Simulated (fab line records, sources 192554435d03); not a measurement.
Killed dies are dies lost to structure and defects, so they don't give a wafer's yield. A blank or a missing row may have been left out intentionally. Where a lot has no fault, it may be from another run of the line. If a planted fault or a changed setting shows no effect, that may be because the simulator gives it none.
Split-lot experiment || flow n5_finfet || on a route of 1938 steps: 7 lots, 21 wafers read

ON THE SPLIT
At N5_BEOL_M9_DESCUM_16 (chemistry O2, time 7.9 s), the setting time_s was moved away from the recipe's 7.9 s on 7 of the 21 wafers read, by -20.2% to +21.9%. This setting was run at the recipe's value on the other wafers.

Split to reading: the file shows no intervening step.

THE READING
CAR-ArF_of_BEOL_M9_COAT_05.thk_nm (the simulator's own value, which no gauge read), in nm, at N5_BEOL_M9_ETCH_61 (etches SiARC in CF4, target depth 39 nm, time 65 s). The file gives no usual value for it. Average 55.6 nm, standard deviation 0.23 nm, over the 14 wafers here run with the recipe.

{"wafer": "L075.1", "tool, chamber at the split": "rie_diel-04, 1", "time_s as run, s": 6.483, "against the recipe": "-17.9%", "CAR-ArF_of_BEOL_M9_COAT_05.thk_nm, nm": 56.4, "against lot-mates on the recipe": "+1.0"}
{"wafer": "L075.4", "tool, chamber at the split": "rie_diel-04, 1,2", "time_s as run, s": 7.9, "against the recipe": "recipe", "CAR-ArF_of_BEOL_M9_COAT_05.thk_nm, nm": 55.4, "against lot-mates on the recipe": "-"}
{"wafer": "L075.5", "tool, chamber at the split": "rie_diel-04, 1,2", "time_s as run, s": 7.9, "against the recipe": "recipe", "CAR-ArF_of_BEOL_M9_COAT_05.thk_nm, nm": 55.4, "against lot-mates on the recipe": "-"}
{"wafer": "L080.3", "tool, chamber at the split": "rie_diel-04, 3", "time_s as run, s": 9.627, "against the recipe": "+21.9%", "CAR-ArF_of_BEOL_M9_COAT_05.thk_nm, nm": 54.2, "against lot-mates on the recipe": -1.4}
{"wafer": "L080.4", "tool, chamber at the split": "rie_diel-04, 0", "time_s as run, s": 9.627, "against the recipe": "+21.9%", "CAR-ArF_of_BEOL_M9_COAT_05.thk_nm, nm": 54.4, "against lot-mates on the recipe": -1.2}
{"wafer": "L080.6", "tool, chamber at the split": "rie_diel-04, 3", "time_s as run, s": 7.9, "against the recipe": "recipe", "CAR-ArF_of_BEOL_M9_COAT_05.thk_nm, nm": 55.6, "against lot-mates on the recipe": "-"}
{"wafer": "L085.4", "tool, chamber at the split": "rie_diel-01, 3", "time_s as run, s": 9.015, "against the recipe": "+14.1%", "CAR-ArF_of_BEOL_M9_COAT_05.thk_nm, nm": 54.4, "against lot-mates on the recipe": -0.8}
{"wafer": "L085.5", "tool, chamber at the split": "rie_diel-01, 1,0", "time_s as run, s": 7.9, "against the recipe": "recipe", "CAR-ArF_of_BEOL_M9_COAT_05.thk_nm, nm": 55.2, "against lot-mates on the recipe": "-"}
{"wafer": "L085.6", "tool, chamber at the split": "rie_diel-01, 1,0", "time_s as run, s": 7.9, "against the recipe": "recipe", "CAR-ArF_of_BEOL_M9_COAT_05.thk_nm, nm": 55.2, "against lot-mates on the recipe": "-"}
{"wafer": "L083.3", "tool, chamber at the split": "rie_diel-01, 3", "time_s as run, s": 8.789, "against the recipe": "+11.3%", "CAR-ArF_of_BEOL_M9_COAT_05.thk_nm, nm": 55.4, "against lot-mates on the recipe": -0.4}
{"wafer": "L083.5", "tool, chamber at the split": "rie_diel-01, 3,0", "time_s as run, s": 7.9, "against the recipe": "recipe", "CAR-ArF_of_BEOL_M9_COAT_05.thk_nm, nm": 55.8, "against lot-mates on the recipe": "-"}
{"wafer": "L083.6", "tool, chamber at the split": "rie_diel-01, 3,0", "time_s as run, s": 7.9, "against the recipe": "recipe", "CAR-ArF_of_BEOL_M9_COAT_05.thk_nm, nm": 55.8, "against lot-mates on the recipe": "-"}
{"wafer": "L084.1", "tool, chamber at the split": "rie_diel-04, 0,2", "time_s as run, s": 7.9, "against the recipe": "recipe", "CAR-ArF_of_BEOL_M9_COAT_05.thk_nm, nm": 55.4, "against lot-mates on the recipe": "-"}
{"wafer": "L084.2", "tool, chamber at the split": "rie_diel-04, 0,2", "time_s as run, s": 7.9, "against the recipe": "recipe", "CAR-ArF_of_BEOL_M9_COAT_05.thk_nm, nm": 55.4, "against lot-mates on the recipe": "-"}
{"wafer": "L084.5", "tool, chamber at the split": "rie_diel-04, 2", "time_s as run, s": 7.9, "against the recipe": "recipe", "CAR-ArF_of_BEOL_M9_COAT_05.thk_nm, nm": 55.8, "against lot-mates on the recipe": "-"}
{"wafer": "L090.2", "tool, chamber at the split": "rie_diel-04, 1", "time_s as run, s": 7.9, "against the recipe": "recipe", "CAR-ArF_of_BEOL_M9_COAT_05.thk_nm, nm": 55.8, "against lot-mates on the recipe": "-"}
{"wafer": "L090.3", "tool, chamber at the split": "rie_diel-04, 3", "time_s as run, s": 6.306, "against the recipe": "-20.2%", "CAR-ArF_of_BEOL_M9_COAT_05.thk_nm, nm": 57, "against lot-mates on the recipe": "+1.2"}
{"wafer": "L090.6", "tool, chamber at the split": "rie_diel-04, 1", "time_s as run, s": 6.306, "against the recipe": "-20.2%", "CAR-ArF_of_BEOL_M9_COAT_05.thk_nm, nm": 56.4, "against lot-mates on the recipe": "+0.6"}
{"wafer": "L092.1", "tool, chamber at the split": "rie_diel-04, 0,3,2", "time_s as run, s": 7.9, "against the recipe": "recipe", "CAR-ArF_of_BEOL_M9_COAT_05.thk_nm, nm": 55.8, "against lot-mates on the recipe": "-"}
{"wafer": "L092.2", "tool, chamber at the split": "rie_diel-04, 0,3,2", "time_s as run, s": 7.9, "against the recipe": "recipe", "CAR-ArF_of_BEOL_M9_COAT_05.thk_nm, nm": 55.8, "against lot-mates on the recipe": "-"}
{"wafer": "L092.4", "tool, chamber at the split": "rie_diel-04, 0,3,2", "time_s as run, s": 7.9, "against the recipe": "recipe", "CAR-ArF_of_BEOL_M9_COAT_05.thk_nm, nm": 55.8, "against lot-mates on the recipe": "-"}
Where a row lists several chambers, the file gives one row for several wafers and doesn't say which wafer went through which chamber.

FIT RESULTS
A straight line over all 21 wafers: CAR-ArF_of_BEOL_M9_COAT_05.thk_nm changes by -0.0556 nm for each +1% of time_s; r = -0.92; the points scatter about the line by 0.27 nm.
The same after taking each lot's own level away (the mean of its wafers on the recipe; 21 wafers): -0.0524 nm for each +1%; r = -0.97; scatter 0.15 nm.
According to that fit, moving time_s by its largest amount changes the reading by 1.1 nm.
Measured against the standard deviation above, the lots' own levels, which go from 55.20 to 55.80 nm, span 2.6 times it.
So the lot-to-lot level changes the slope little: the two slopes agree.
Check: -1.09 nm against its lot-mates is what the line predicts for one of the wafers moved furthest among these (+21.9%) when that wafer is left out of the fit. It came out at -1.4 nm against them.

OTHER SPLITS APPLIED TO THESE WAFERS
Note: prior to the reading, these wafers also went through further splits. Each is held against what the fit with the lots' levels taken away leaves over:
{"other split on the same wafers": "N5_BEOL_M8_DESCUM_33 time_s", "wafers away from the commonest value": 6, "r with CAR-ArF_of_BEOL_M9_COAT_05.thk_nm (lot level and that fit taken away)": -0.07}

THE WHOLE CHAIN: every reading that the file lists as answering this split, in the file's order
{"step": "N5_BEOL_M9_DESCUM_16", "what it does": "chemistry O2, time 7.9 s", "reading": "CAR-ArF_of_BEOL_M9_COAT_05.thk_nm (the simulator's own value, which no gauge read)", "change (the file's fit)": "-0.0509 nm for each +1% of the setting", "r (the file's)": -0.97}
{"step": "N5_BEOL_M9_ETCH_61", "what it does": "etches SiARC in CF4, target depth 39 nm, time 65 s", "reading": "CAR-ArF_of_BEOL_M9_COAT_05.thk_nm (the simulator's own value, which no gauge read)", "change (the file's fit)": "-0.0524 nm for each +1% of the setting", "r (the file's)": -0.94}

THE FILE'S OWN FIT
CAR-ArF_of_BEOL_M9_COAT_05.thk_nm changes by -0.0524 nm for each +1% of time_s, r = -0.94.
